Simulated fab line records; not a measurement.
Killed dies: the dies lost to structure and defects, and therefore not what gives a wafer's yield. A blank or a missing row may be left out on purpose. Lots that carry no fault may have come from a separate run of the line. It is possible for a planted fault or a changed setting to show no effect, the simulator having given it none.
Chamber matching	flow nandHarc	NHARC_P_CONTACT_CMP_01 on cmp-02: 4 sister chambers
The step polishes SiO2, target thk 200 nm. 4 wafers are shown with their chamber, then 8 later ones without.

WAFERS, EACH WITH ITS CHAMBER
wafer	chamber	motorCurrentA (A)
L796.1	0	13.5
L797.1	3	10.8
L797.3	1	11.6
L798.2	2	11.9

WAFERS MISSING THEIR CHAMBER
wafer	motorCurrentA (A)
L798.3	10.9
L798.6	11.3
L812.2	11.1
L812.3	11.6
L812.6	10.7
L813.3	10.6
L813.5	12.0
L813.6	10.8

WHICH CHAMBER EACH WENT THROUGH
wafer	from the rows above	in truth
L798.3	3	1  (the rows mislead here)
L798.6	can't be placed: 1 or 3 or 2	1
L812.2	can't be placed: 3 or 1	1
L812.3	can't be placed: 1 or 2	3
L812.6	3	3
L813.3	3	3
L813.5	can't be placed: 2 or 1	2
L813.6	3	3
3 of 8 placed correctly. Can't be placed from these rows: 4 (the true chamber is among the candidates in 3). 1 placed wrongly.
How it was worked out, from the rows above alone: a wafer's distance from a chamber is the root of the sum, over the readings, of the square of ((its reading less the chamber's mean) divided by the reading's scatter). If the next closest chamber is less than 2 further off than the closest, the wafer can't be placed; otherwise it belongs to the closest. The mean given for a chamber averages the wafers shown for that chamber. The scatter (one wafer shown for each chamber): square how far every hidden wafer sits from the nearest shown wafer, average those squares and take the square root.
